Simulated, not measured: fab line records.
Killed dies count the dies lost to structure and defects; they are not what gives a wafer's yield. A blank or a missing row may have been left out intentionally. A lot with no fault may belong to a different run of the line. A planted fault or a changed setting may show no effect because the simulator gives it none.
Chamber matching + flow n5 finfet + N5_GATE_CUT_DESCUM_18 on rie diel-05: 4 sister chambers
The step chemistry O2, time 7 s. 4 wafers are shown with their chamber, then 12 later ones without.

EACH WAFER AND ITS CHAMBER
| wafer  | chamber | showerhead plenum p Torr (Torr) |
|--------|---------|---------------------------------|
| L087.5 | 1       | 2.22                            |
| L090.1 | 2       | 2.22                            |
| L090.2 | 3       | 2.06                            |
| L090.3 | 0       | 2.04                            |

WAFERS WITHOUT THEIR CHAMBER
| wafer  | showerhead plenum p Torr (Torr) |
|--------|---------------------------------|
| L091.3 | 2.06                            |
| L091.4 | 2.22                            |
| L091.6 | 2.04                            |
| L093.1 | 2.06                            |
| L093.4 | 2.21                            |
| L093.6 | 2.04                            |
| L096.1 | 2.21                            |
| L096.3 | 2.04                            |
| L096.4 | 2.06                            |
| L097.1 | 2.21                            |
| L097.3 | 2.21                            |
| L097.6 | 2.06                            |

WHICH CHAMBER EACH WENT THROUGH
| wafer  | from the rows above     | in truth |
|--------|-------------------------|----------|
| L091.3 | 3                       | 3        |
| L091.4 | can't be placed: 1 or 2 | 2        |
| L091.6 | 0                       | 0        |
| L093.1 | 3                       | 3        |
| L093.4 | can't be placed: 1 or 2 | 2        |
| L093.6 | 0                       | 0        |
| L096.1 | can't be placed: 1 or 2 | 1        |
| L096.3 | 0                       | 0        |
| L096.4 | 3                       | 3        |
| L097.1 | can't be placed: 1 or 2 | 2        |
| L097.3 | can't be placed: 1 or 2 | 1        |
| L097.6 | 3                       | 3        |
7 of 12 placed correctly. Not placeable from these rows: 5 (in 5, the candidates include the true chamber). Placed wrongly: 0.
How it was worked out, from the rows above alone: a wafer's distance from a chamber is the root of the sum, over the readings, of the square of ((its reading less the chamber's mean) divided by the reading's scatter). The wafer belongs to the nearest chamber; if the next one is less than 2 further off, it can't be placed. Each chamber's mean is taken over the wafers shown for it. The scatter: with one shown wafer a chamber, the root of the mean of the squares of how far each hidden wafer lies from its nearest shown one.
